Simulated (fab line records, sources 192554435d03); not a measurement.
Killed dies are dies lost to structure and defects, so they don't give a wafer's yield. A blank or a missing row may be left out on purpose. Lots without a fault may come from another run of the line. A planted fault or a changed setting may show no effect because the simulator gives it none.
Chamber matching | flow n5_finfet | N5_HKMG_FIN_ALD_36 on ald_metal-02: 4 sister chambers
The step deposits TiN, target thk 1 nm, pulse time 1 s, purge time 3 s. 4 wafers are shown with their chamber, then 8 later ones without.

WAFERS WITH THEIR CHAMBER
wafer  | chamber | heater_power_w (W)
L085.3 | 3       | 923
L087.3 | 0       | 752
L087.6 | 2       | 870
L088.1 | 1       | 742

WAFERS WITHOUT THEIR CHAMBER
wafer  | heater_power_w (W)
L088.3 | 740
L088.5 | 756
L094.1 | 860
L094.4 | 735
L094.6 | 913
L097.2 | 727
L097.5 | 839
L097.6 | 729

WHICH CHAMBER EACH WENT THROUGH
wafer  | from the rows above     | in truth
L088.3 | can't be placed: 1 or 0 | 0
L088.5 | can't be placed: 0 or 1 | 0
L094.1 | 2                       | 2
L094.4 | can't be placed: 1 or 0 | 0
L094.6 | 3                       | 3
L097.2 | can't be placed: 1 or 0 | 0
L097.5 | 2                       | 2
L097.6 | can't be placed: 1 or 0 | 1
Placed correctly: 3 of 8. Can't be placed from these rows: 5 (the true chamber is among the candidates in 5). Placed wrongly: 0.
How it was worked out, from the rows above alone: a wafer's distance from a chamber is the root of the sum, over the readings, of the square of ((its reading less the chamber's mean) divided by the reading's scatter). The wafer belongs to the nearest chamber; if the next one is less than 2 further off, it can't be placed. A chamber's mean is the mean of its shown wafers. The scatter: with one shown wafer a chamber, the root of the mean of the squares of how far each hidden wafer lies from its nearest shown one.
